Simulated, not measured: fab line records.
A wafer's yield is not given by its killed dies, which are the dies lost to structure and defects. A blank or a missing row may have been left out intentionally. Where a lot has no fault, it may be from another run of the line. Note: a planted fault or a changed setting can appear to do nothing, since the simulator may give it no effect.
Which tool did it? | flow nand harc | 12 lots, 36 wafers sampled, at 2 steps of a route of 1302

## WHAT EACH GAUGE READ, for each wafer
NHARC_A_CONTACT_CD_MEAS_15.
lot  | measured     | on        | cd nm (nm)
L075 | day 22 18:33 | cd sem-03 | 191.2 190.6 191.7
L079 | day 24 02:26 | cd sem-03 | 189.2 190.0 189.8
L078 | day 24 04:08 | cd sem-02 | 189.5 190.5 189.9
L082 | day 25 15:17 | cd sem-03 | 189.0 188.8 189.8
L083 | day 26 07:55 | cd sem-03 | 188.5 189.1 188.7
L085 | day 27 03:32 | cd sem-01 | 189.1 189.2 189.1
L087 | day 27 16:08 | cd sem-01 | 189.5 189.4 190.0
L091 | day 28 13:52 | cd sem-02 | 190.4 189.5 190.8
L090 | day 28 19:42 | cd sem-01 | 190.4 190.6 191.2
L092 | day 29 22:25 | cd sem-01 | 189.1 189.5 189.7
L095 | day 30 22:34 | cd sem-03 | 190.4 191.0 190.3
L097 | day 31 16:24 | cd sem-03 | 190.7 190.1 189.4

## TOOL THAT RAN EACH LOT (tool first, then ch and the chambers of the sampled wafers, then the start)
lot  | NHARC_A_CONTACT_ETCH_30
L075 | rie diel-02 ch 0,1, day 22 18:33 or earlier
L079 | rie diel-12 ch 1,2,3, day 24 02:26 or earlier
L078 | rie diel-13 ch 1,3, day 24 04:08 or earlier
L082 | rie diel-12 ch 0,1,3, day 25 15:17 or earlier
L083 | rie diel-13 ch 1,2, day 26 07:55 or earlier
L085 | rie diel-02 ch 1,3, day 27 03:32 or earlier
L087 | rie diel-13 ch 0,2,3, day 27 16:08 or earlier
L091 | rie diel-13 ch 1,3, day 28 13:52 or earlier
L090 | rie diel-13 ch 0,3, day 28 19:42 or earlier
L092 | rie diel-13 ch 0,1, day 29 22:25 or earlier
L095 | rie diel-02 ch 1,2,3, day 30 22:34 or earlier
L097 | rie diel-13 ch 1,3, day 31 16:24 or earlier
- NHARC_A_CONTACT_ETCH_30: etches the open film in CF4/CHF3, target depth 72.6 nm, time 36.3 s.

## THE ANSWER, worked out from the rows above alone
Rule: what is usual is taken from the lots themselves. The widest of any qualifying gaps counts: lots, ordered by their means at a reading, are off when they make up no more than a third of the lots, leave a main group of 4 or more, and stand apart from it by 3 or more times the standard deviation of that group's means. Not used: any main group whose means are identical at the precision the tables above print for the reading. A lot without any number at a reading at which 4 lots or more have one is off too. Where the step has rows for the other lots, those lots are counted as sound.
No lot is off at any reading shown: from this, nothing can be told.

## WHAT THE SIMULATOR PUT IN
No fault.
